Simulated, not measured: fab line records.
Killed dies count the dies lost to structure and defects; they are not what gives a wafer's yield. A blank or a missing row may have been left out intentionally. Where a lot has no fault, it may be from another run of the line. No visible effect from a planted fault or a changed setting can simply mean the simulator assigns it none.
fab line records | flow nandHarc
[record] lots = 5 wafers = 15 lastDay = 33
route steps=1302 shown P_BONDPAD@360
lots untouched by any fault: they come from a run of this same line in which no faults occurred
startH: hours from the record's opening day to when the first of the lot's shown wafers began | waitH: time in hours since the lot's previous step | " same as the row above | L1.1+2: a single row standing in for several wafers | - no value, or no start given | * or withheld: withheld | < > ~ a bound
route shown NAME@n: names a module that has steps shown in the file, with the first one's number in the route | usual: the fault-free wafers' mean and standard deviation | same: alike in all rows | chamber/n: place in a boat | sites: readings site by site | _std_site: their standard deviation | _edge_site: outer sites' mean less inner sites' | radiusMm: how far each site lies from the wafer's centre | mask NAME#n: copy n | behind: the most recent tool/chamber to have shaped the wafer | hold: reason for holding the lot/hours on hold/outcome of the hold | device: the n, p or np transistor that did not switch | end of line: the route-end tests of the same wafers | step lacking rows: just its recipe | killed: dies lost to structure and defects at the first sort, not the wafer's yield | map: shows each die of a wafer: x if killed, . if not, _ if none is there
set.NAME: the setting that was run; set.NAME@STEP: the one run at that earlier step | model.NAME: the simulator's own value behind a step, which no gauge read
lots at selected steps of the route; one table per step, one row per wafer
services: the hour from which a tool's chamber was out of use, counted from the record's first day as startH (under 0 if before that day), plus the number of hours and why
[[steps]]
[step NHARC_P_BONDPAD_EBR_05]
[step NHARC_P_BONDPAD_EXPOSE_06]
[recipe] na = 0.55 doseMj = 37.06 maskId = P_BPAD
[step NHARC_P_BONDPAD_PEB_07]
[recipe] pebTempC = 128 pebTimeS = 80
[step NHARC_P_BONDPAD_DEVELOP_08]
[recipe] timeS = 50 devTempC = 22
[step NHARC_P_BONDPAD_CD_MEAS_09]
[recipe] targetCdNm = 500 landingEnergyEv = 500
[usual] cdNm = 500.4/1.5
// columns lot.wafer tool chamber startH waitH cdNm
L886.1 cdSem-02 0 144.00 - 500.1
L886.4 " 0 " " 498.9
L886.6 " 0 " " 501.1
L897.2 cdSem-01 0 244.01 - 500.2
L897.3 " 0 " " 500.6
L897.5 " 0 " " 500.3
L899.2 cdSem-01 0 268.51 - 497.5
L899.4 " 0 " " 500.2
L899.6 " 0 " " 500.9
L902.1 cdSem-01 0 296.71 - 501.4
L902.3 " 0 " " 501.5
L902.6 " 0 " " 502.5
L907.3 cdSem-01 0 340.33 - 499.0
L907.4 " 0 " " 502.1
L907.6 " 0 " " 504.2
[step NHARC_P_BONDPAD_OVL_MEAS_38]
[usual] overlayXNm = -1/5 overlayYNm = 0/6.2
// columns lot.wafer tool chamber startH waitH overlayXNm overlayYNm
L886.1 overlay-02 - 144.09 - 1 7
L886.4 " - " " 0 8
L886.6 " - " " 0 8
L897.2 overlay-02 - 244.10 - -8 5
L897.3 " - " " -8 5
L897.5 " - " " -8 4
L899.2 overlay-01 - 268.60 - 1 1
L899.4 " - " " 1 1
L899.6 " - " " 1 1
L902.1 overlay-01 - 296.80 - 7 -3
L902.3 " - " " 7 -3
L902.6 " - " " 6 -4
L907.3 overlay-02 - 340.42 - -5 -10
L907.4 " - " " -4 -10
L907.6 " - " " -4 -10
[step NHARC_P_BONDPAD_HARDBAKE_10]
[recipe] tempC = 118 timeS = 65
[step NHARC_P_BONDPAD_DESCUM_11]
[recipe] timeS = 3 o2FlowSccm = 200 arFlowSccm = 0 biasPowerW = 0 chemistry = O2
[usual] drypumpMotorCurrentA = 5.7/0.48 o2FlowSccm = 200.0/0.64 oesProductAu = 1.000/0.0092 rfVppV = 57.7/0.94 showerheadPlenumPTorr = 1.91/0.073 throttleValvePct = 11.311/0.01
[same] timeS = 3
// columns lot.wafer tool chamber startH waitH drypumpMotorCurrentA o2FlowSccm oesProductAu rfHoursCounterH rfVppV showerheadPlenumPTorr throttleValvePct
L886.1 rieDiel-05 2 144.22 - 5.1 198.7 1.006 4.5 57.2 2.00 11.292
L886.4 " 0 " " 5.8 200.2 1.013 4.8 59.3 1.94 11.296
L886.6 " 2 " " 5.1 200.4 1.014 - 58.2 2.00 11.297
L897.3 rieDiel-08 1 244.23 - 5.6 199.4 1.004 0.6 57.5 1.90 11.312
L897.2 " 2 " " 5.9 199.9 1.007 0.6 56.6 1.79 11.302
L897.5 " 1 " " 5.6 200.5 0.995 - 59.4 1.90 11.307
L899.2 rieDiel-02 2 268.72 - 6.0 200.3 1.001 3.5 57.5 2.04 11.312
L899.4 " 0 " " 5.0 199.9 1.009 3.1 58.3 1.92 11.304
L899.6 " 3 " " 5.3 199.5 0.995 - 57.0 1.91 11.308
L902.1 rieDiel-08 0 296.94 - 5.8 201.1 0.987 1.3 58.1 1.94 11.301
L902.3 " 1 " " 5.6 200.8 0.980 1.3 58.9 1.90 11.315
L902.6 " 3 " " 6.5 199.9 1.000 - 58.1 1.96 11.332
L907.3 rieDiel-08 1 340.54 - 5.6 198.9 0.986 2.4 57.6 1.90 11.299
L907.4 " 0 " " 5.8 199.0 0.983 2.3 57.4 1.94 11.320
L907.6 " 1 " " 5.6 199.3 0.993 - 56.6 1.90 11.318
[step NHARC_P_BONDPAD_ETCH_37]
[recipe] targetDepthA = 600 overetchA = 180 timeS = 65.91 ionEnergyEv = 200 n2FlowSccm = 150 h2FlowSccm = 150 arFlowSccm = 0 rfW = 400 biasW = 150 chemistry = N2/H2
[usual] biasW = 150.0/0.46 drypumpMotorCurrentA = 5.7/0.49 oesProductAu = 0.998/0.0094 rfVppV = 430.6/2.2 showerheadPlenumPTorr = 2.04/0.079 throttleValvePct = 14.170/0.01
[same] timeS = 65.91
// columns lot.wafer tool chamber startH waitH biasW drypumpMotorCurrentA oesProductAu rfHoursCounterH rfVppV showerheadPlenumPTorr throttleValvePct
L886.4 rieDiel-05 0 144.30 0.1 151.2 5.8 0.991 4.8 430.9 2.07 14.171
L886.1 " 2 " " 150.1 5.1 0.998 4.5 434.0 2.14 14.149
L886.6 " 1 " " 149.9 5.9 1.000 - 431.3 2.10 14.174
L897.2 rieDiel-08 3 244.31 0.1 150.0 6.5 0.990 0.6 431.6 2.09 14.164
L897.3 " 0 " " 150.6 5.9 1.003 0.6 431.6 2.07 14.178
L897.5 " 3 " " 150.2 6.5 0.990 - 432.2 2.09 14.164
L899.4 rieDiel-02 2 268.82 0.1 149.3 6.0 0.984 3.5 433.9 2.18 14.164
L899.2 " 3 " " 150.3 5.2 0.989 4.4 430.8 2.04 14.175
L899.6 " 1 " " 149.6 5.8 1.005 - 427.8 1.92 14.165
L902.1 rieDiel-08 1 297.00 0.1 149.5 5.6 0.986 1.3 430.4 2.02 14.167
L902.3 " 2 " " 149.8 5.9 1.001 1.3 428.1 1.90 14.182
L902.6 " 2 " " 149.7 5.9 0.985 - 426.4 1.90 14.177
L907.4 rieDiel-08 2 340.63 0.1 149.9 5.8 1.006 2.2 427.9 1.90 14.156
L907.3 " 3 " " 150.0 6.5 1.005 2.1 433.3 2.09 14.167
L907.6 " 3 " " 150.3 6.5 1.012 - 432.1 2.09 14.169
[step NHARC_P_BONDPAD_ETCH_12]
[recipe] targetDepthA = 2000 timeS = 100 chf3FlowSccm = 50 o2FlowSccm = 10 arFlowSccm = 200 rfW = 500 biasW = 200 chemistry = CHF3/O2
[usual] biasW = 200.0/0.63 drypumpMotorCurrentA = 5.6/0.49 o2FlowSccm = 9.998/0.03 oesProductAu = 0.949/0.023 rfVppV = 370.5/2 showerheadPlenumPTorr = 2.40/0.085 throttleValvePct = 20.573/0.0093
[same] timeS = 100
// columns lot.wafer tool chamber startH waitH biasW drypumpMotorCurrentA o2FlowSccm oesProductAu rfHoursCounterH rfVppV showerheadPlenumPTorr throttleValvePct
L886.1 rieDiel-05 3 - - 200.5 4.7 10.072 0.936 3.9 370.0 2.34 20.588
L886.4 " 0 " " 200.7 5.8 10.014 0.959 4.9 371.4 2.44 20.561
L886.6 " 2 " " 199.9 5.1 9.977 0.931 - 373.2 2.51 20.556
L897.3 rieDiel-08 3 - - 201.9 6.5 10.008 0.963 0.7 371.5 2.46 20.567
L897.2 " 0 " " 200.7 5.8 10.018 0.954 0.6 370.1 2.43 20.567
L897.5 " 0 " " 200.4 5.8 10.023 0.954 - 371.4 2.43 20.577
L899.4 rieDiel-02 0 - - 200.0 5.0 10.005 0.929 3.2 370.2 2.41 20.570
L899.2 " 1 " " 199.4 5.8 9.989 0.927 4.0 367.0 2.27 20.570
L899.6 " 2 " " 200.4 6.0 9.944 0.918 - 373.8 2.55 20.574
L902.1 rieDiel-08 0 - - 200.9 5.8 9.952 0.919 1.4 372.3 2.43 20.580
L902.3 " 3 " " 201.1 6.4 10.011 0.919 1.4 372.0 2.46 20.571
L902.6 " 0 " " 199.9 5.8 9.949 0.912 - 370.7 2.43 20.568
L907.3 rieDiel-08 2 - - 200.0 5.9 10.011 0.955 2.2 366.3 2.25 20.583
L907.4 " 3 " " 200.6 6.5 10.017 0.978 2.2 372.2 2.46 20.584
L907.6 " 1 " " 200.0 5.5 10.036 0.950 - 371.5 2.38 20.565
[step NHARC_P_BONDPAD_CD_MEAS_13]
[usual] cdNm = 500.1/1.6
// columns lot.wafer tool chamber startH waitH cdNm
L886.1 cdSem-02 - 144.53 - 499.1
L886.4 " - " " 497.0
L886.6 " - " " 500.7
L897.2 cdSem-02 - 244.54 - 500.2
L897.3 " - " " 499.1
L897.5 " - " " 499.0
L899.2 cdSem-03 - 269.04 - 496.7
L899.4 " - " " 499.8
L899.6 " - " " 501.3
L902.1 cdSem-01 - 297.23 - 500.8
L902.3 " - " " 500.5
L902.6 " - " " 501.2
L907.3 cdSem-01 - 340.86 - 498.6
L907.4 " - " " 501.8
L907.6 " - " " 503.6
[step NHARC_P_BONDPAD_STRIP_15]
[recipe] o2FlowSccm = 500 arFlowSccm = 0 biasW = 0 chemistry = O2
[usual] drypumpMotorCurrentA = 5.5/0.5 o2FlowSccm = 499.8/1.6 oesProductAu = 0.998/0.01 rfVppV = 57.9/0.92 showerheadPlenumPTorr = 3.55/0.12 throttleValvePct = 17.036/0.009
[same] biasW = 0
// columns lot.wafer tool chamber startH waitH drypumpMotorCurrentA o2FlowSccm oesProductAu rfHoursCounterH rfVppV showerheadPlenumPTorr throttleValvePct
L886.4 rieDiel-08 2 144.62 0.1 5.9 502.0 0.977 3.5 57.1 3.31 17.034
L886.1 " 0 " " 5.8 502.1 0.988 3.3 58.0 3.57 17.021
L886.6 " 1 " " 5.6 499.4 1.004 - 56.5 3.50 17.041
L897.2 rieDiel-05 3 244.64 0.1 4.7 499.3 0.995 0.0 57.3 3.44 17.048
L897.3 " 0 " " 5.9 500.5 1.008 0.0 58.1 3.58 17.029
L897.5 " 1 " " 5.9 497.4 1.008 - 58.9 3.63 17.042
L899.2 rieDiel-02 3 269.14 0.1 5.3 501.3 0.997 4.5 57.5 3.52 17.028
L899.4 " 0 " " 5.0 499.7 1.005 3.2 56.9 3.54 17.048
L899.6 " 2 " " 6.0 500.3 0.998 - 58.3 3.74 17.027
L902.3 rieDiel-05 0 297.31 0.1 5.8 499.0 1.007 3.2 59.1 3.58 17.038
L902.1 " 2 " " 5.1 499.9 0.998 2.8 58.2 3.68 17.044
L902.6 " 1 " " 5.8 499.3 1.010 - 58.6 3.63 17.035
L907.3 rieDiel-08 2 340.95 0.1 5.9 499.6 1.005 2.3 57.4 3.31 17.063
L907.4 " 3 " " 6.5 499.8 1.013 2.2 60.1 3.61 17.046
L907.6 " 2 " " 5.9 502.1 1.006 - 58.2 3.31 17.024
[step NHARC_P_BONDPAD_ETCH_24]
[recipe] targetDepthA = 300 overEtchFrac = 0.3 timeS = 72.99 ionEnergyEv = 150 cf4FlowSccm = 50 n2FlowSccm = 100 arFlowSccm = 150 rfW = 300 biasW = 100 chemistry = CF4/N2
[usual] biasW = 100.01/0.27 drypumpMotorCurrentA = 5.5/0.5 oesProductAu = 0.999/0.011 rfVppV = 314.6/1.6 showerheadPlenumPTorr = 2.65/0.086 throttleValvePct = 19.794/0.0096
[same] timeS = 72.99
// columns lot.wafer tool chamber startH waitH biasW drypumpMotorCurrentA oesProductAu rfHoursCounterH rfVppV showerheadPlenumPTorr throttleValvePct
L886.1 rieDiel-08 1 144.76 - 100.49 5.6 1.009 3.4 313.9 2.61 19.780
L886.4 " 2 " " 100.06 5.9 0.990 3.5 310.9 2.46 19.815
L886.6 " 2 " " 100.07 5.9 0.983 - 311.5 2.46 19.780
L897.2 rieDiel-05 1 244.77 - 100.23 5.8 1.007 0.1 314.5 2.70 19.793
L897.3 " 2 " " 99.97 5.1 0.973 0.1 314.5 2.74 19.772
L897.5 " 1 " " 99.92 5.8 1.013 - 315.3 2.70 19.812
L899.4 rieDiel-02 3 269.27 - 100.42 5.3 0.999 4.5 313.8 2.62 19.803
L899.2 " 0 " " 99.57 5.0 1.008 3.2 314.1 2.64 19.801
L899.6 " 3 " " 99.93 5.2 1.004 - 314.6 2.62 19.803
L902.3 rieDiel-05 3 297.46 - 99.90 4.7 0.813 3.0 313.8 2.56 19.779
L902.1 " 1 " " 100.24 5.8 1.005 3.1 315.8 2.70 19.787
L902.6 " 0 " " 100.17 5.8 0.822 - 315.0 2.66 19.791
L907.3 rieDiel-08 3 341.08 - 99.60 6.5 1.009 2.2 316.3 2.68 19.800
L907.4 " 1 " " 100.82 5.6 0.993 2.5 313.6 2.60 19.800
L907.6 " 0 " " 100.31 5.8 0.984 - 314.8 2.66 19.809
[step NHARC_P_BONDPAD_STRIP_16]
[recipe] timeS = 600 tempC = 30 chemistry = postEtchResidueRemover
[[services]]
// columns tool chamber startH hours kind
rieDiel-08 0 120.80 - clean
rieDiel-08 1 120.80 - clean
rieDiel-08 2 120.80 - clean
rieDiel-08 3 120.80 - clean
rieDiel-08 0 145.30 - clean
rieDiel-08 1 145.30 - clean
rieDiel-08 2 145.30 - clean
rieDiel-08 3 145.30 - clean
rieDiel-08 0 153.47 6.4 repair
rieDiel-08 0 169.80 - clean
rieDiel-08 1 169.80 - clean
rieDiel-08 2 169.80 - clean
rieDiel-08 3 169.80 - clean
rieDiel-08 1 171.59 1.4 repair
rieDiel-02 1 190.69 22.9 repair
rieDiel-02 0 192.58 42.1 repair
rieDiel-05 1 193.36 6.4 repair
rieDiel-08 0 194.30 - clean
rieDiel-08 1 194.30 - clean
rieDiel-08 2 194.30 - clean
rieDiel-05 1 210.38 19.4 repair
rieDiel-08 - 215.30 9.0 pm
rieDiel-02 - 216.85 9.0 pm
rieDiel-05 - 232.31 9.0 pm
[[key]]
[firstSign] step = NHARC_P_BONDPAD_ETCH_24 reading = oesProductAu direction = down sigmas = 17 usual = 0.999 struck = 0.818
effect none on later readings
metAt NHARC_P_BONDPAD_ETCH_24
struckWafers L902.3,L902.6
sortLeftOut L902.3,L902.6
onsetBetween 244.77 297.46
[fault] kind = processParameterDrift tool = rieDiel-05 chamber = - onsetH = 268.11 steps = NHARC_P_BONDPAD_ETCH_24 channel = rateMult offset = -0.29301 shape = step endH = 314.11 scope = struckWafersOnly
// sortLeftOut: the simulated sort isn't trusted on such a fault, so these wafers' sort isn't shown, and their yield isn't known
